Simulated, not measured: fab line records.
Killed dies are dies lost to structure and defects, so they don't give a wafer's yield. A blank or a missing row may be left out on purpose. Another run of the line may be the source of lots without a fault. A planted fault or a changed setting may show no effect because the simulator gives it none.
Which tool was responsible? -- flow nand_harc -- Sampling: 13 lots, 39 wafers, 4 of 1302 route steps

== WHAT THE GAUGES READ, wafer by wafer ==
NHARC_A_DECK1_JOINT_THK_MEAS_17: measures by ellipsometry. Usual: thk_nm 44.8 nm, standard deviation 1.3.
lot,measured,on,thk_nm (nm),flag
L405,day 12 19:22,film_metro-01,44.9 42.3 46.8,
L406,day 13 06:56,film_metro-02,43.8 44.5 44.5,
L407,day 13 06:56,film_metro-01,47.2 45.6 43.7,
L408,day 13 19:04,film_metro-01,46.7 45.0 42.1,
L409,day 14 06:59,film_metro-02,45.8 43.4 46.6,
L410,day 14 23:34,film_metro-01,43.8 45.7 44.5,
L412,day 15 19:28,film_metro-01,43.2 43.9 43.5,
L416,day 17 11:26,film_metro-02,44.4 44.6 45.6,
L419,day 19 06:34,film_metro-02,58.7 57.6 56.7,OFF
L422,day 19 10:19,film_metro-02,58.8 57.5 56.5,OFF
L424,day 20 18:21,film_metro-01,43.9 45.1 46.3,
L427,day 21 13:49,film_metro-01,46.1 44.5 45.6,
L428,day 22 00:10,film_metro-02,44.0 46.2 45.0,

NHARC_A_DECK1_JOINT_INSPECT_05. Usual: raw_defect_count 354, standard deviation 150.
lot,measured,on,raw_defect_count,flag
L405,day 12 19:24,defect_inspect-02,330 275 517,
L406,day 13 06:58,defect_inspect-02,182 164 339,
L407,day 13 06:58,defect_inspect-01,272 376 235,
L408,day 13 19:06,defect_inspect-01,221 339 434,
L409,day 14 07:01,defect_inspect-01,289 258 330,
L410,day 14 23:36,defect_inspect-01,420 241 355,
L412,day 15 19:30,defect_inspect-02,239 241 525,
L416,day 17 11:29,defect_inspect-01,308 474 328,
L419,day 19 06:36,defect_inspect-02,343 364 231,
L422,day 19 10:21,defect_inspect-01,661 594 486,
L424,day 20 18:23,defect_inspect-02,215 204 318,
L427,day 21 13:51,defect_inspect-01,338 310 437,
L428,day 22 00:12,defect_inspect-02,616 355 494,

== WHICH TOOL RAN EACH LOT (tool, then ch and the chambers of the sampled wafers, then the start) ==
lot,NHARC_A_CHANNEL_FILL_D1_ALD_15,NHARC_A_DECK1_JOINT_DEP_16
L405,"ald_sin_batch-03 ch 0, day 12 19:05 or earlier","pecvd-01 ch 0,1, day 12 19:05"
L406,"ald_sin_batch-03 ch 0, day 13 06:38 or earlier","pecvd-01 ch 0,1, day 13 06:38"
L407,"ald_sin_batch-01 ch 0, day 13 06:44 or earlier","pecvd-02 ch 0,1,2, day 13 06:44"
L408,"ald_sin_batch-02 ch 0, day 13 18:47 or earlier","pecvd-02 ch 0,1,2, day 13 18:47"
L409,"ald_sin_batch-03 ch 0, day 14 06:44 or earlier","pecvd-02 ch 0,2, day 14 06:44"
L410,"ald_sin_batch-02 ch 0, day 14 23:19 or earlier","pecvd-01 ch 0,2, day 14 23:19"
L412,"ald_sin_batch-03 ch 0, day 15 19:13 or earlier","pecvd-01 ch 0,1, day 15 19:13"
L416,"ald_sin_batch-01 ch 0, day 17 11:11 or earlier","pecvd-02 ch 0,2, day 17 11:11"
L419,"ald_sin_batch-03 ch 0, day 19 06:22 or earlier","pecvd-01 ch 0,1,2, day 19 06:22"
L422,"ald_sin_batch-01 ch 0, day 19 10:02 or earlier","pecvd-01 ch 0,1,2, day 19 10:02"
L424,"ald_sin_batch-01 ch 0, day 20 18:04 or earlier","pecvd-03 ch 0,2, day 20 18:04"
L427,"ald_sin_batch-01 ch 0, day 18 10:44","pecvd-02 ch 0,2, day 21 13:30"
L428,"ald_sin_batch-02 ch 0, day 21 23:55 or earlier","pecvd-03 ch 0,1, day 21 23:55"
- NHARC_A_CHANNEL_FILL_D1_ALD_15: deposits SiNx, target thk 2 nm, pulse time 60 s, ald cycles 19.
- NHARC_A_DECK1_JOINT_DEP_16: deposits SiO2, target thk 45 nm.

== AS READ BY THE TOOLS THEMSELVES (means over the sampled wafers that have a number; for cases with no such wafer, the mark the record gives instead) ==
NHARC_A_CHANNEL_FILL_D1_ALD_15. Usual: precursor_pulse_height_rel 0.997, standard deviation 0.019.
lot,tool,precursor_pulse_height_rel,flag
L405,ald_sin_batch-03,1.003,
L406,ald_sin_batch-03,1.002,
L407,ald_sin_batch-01,0.997,
L408,ald_sin_batch-02,0.985,
L409,ald_sin_batch-03,0.998,
L410,ald_sin_batch-02,0.989,
L412,ald_sin_batch-03,1.003,
L416,ald_sin_batch-01,1.004,
L419,ald_sin_batch-03,0.992,
L422,ald_sin_batch-01,1.017,
L424,ald_sin_batch-01,0.970,
L427,ald_sin_batch-01,1.000,
L428,ald_sin_batch-02,0.999,

NHARC_A_DECK1_JOINT_DEP_16. Usual: heater_power_w 566 W, standard deviation 110; throttle_valve_pct 15.9 %, standard deviation 0.79.
lot,tool,heater_power_w (W),throttle_valve_pct (%),flag
L405,pecvd-01,634,16.3,
L406,pecvd-01,625,15.3,
L407,pecvd-02,556,16.3,
L408,pecvd-02,534,16.5,
L409,pecvd-02,502,16.1,
L410,pecvd-01,515,14.9,
L412,pecvd-01,588,15.5,
L416,pecvd-02,554,16.8,
L419,pecvd-01,569,15.5,
L422,pecvd-01,578,15.7,
L424,pecvd-03,449,15.7,
L427,pecvd-02,530,16.7,
L428,pecvd-03,642,15.7,

== THE ANSWER, worked out from the rows above alone ==
Rule: a lot is off if the mean of its wafers that have a number lies more than 3 standard deviations from the usual mean. Also off: a lot with no number at a reading for which 4 or more lots have one. All remaining lots with rows at the step are treated as sound. After the gauges, taken in route order, come the tools' own readings; for these a lot's mean is taken, as printed above. At the first step where some lot is off, the reading lying furthest off is the one used; lots without a number count as furthest.
Off: L419, L422 (NHARC_A_DECK1_JOINT_THK_MEAS_17, thk_nm).
If a tool, at a process step before that reading, ran all the lots that are off and no sound lot after the first of them, it fits. Those tools and the gauges at NHARC_A_DECK1_JOINT_THK_MEAS_17 are tried in the same way. With no start given for some of its lots, NHARC_A_CHANNEL_FILL_D1_ALD_15 uses the hours and lot order of NHARC_A_DECK1_JOINT_DEP_16. One candidate fits, namely pecvd-01 at NHARC_A_DECK1_JOINT_DEP_16. A fault onset in the window from L412 (day 15 19:13, its last sound lot) to L419 (day 19 06:22, its first lot off) fits.

== WHAT THE SIMULATOR HAD PUT IN ==
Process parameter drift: pecvd-01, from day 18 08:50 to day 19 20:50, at NHARC_A_DECK1_JOINT_DEP_16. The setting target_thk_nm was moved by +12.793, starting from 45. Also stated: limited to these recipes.
Lots struck among those shown: L419, L422. The rule above found the same.
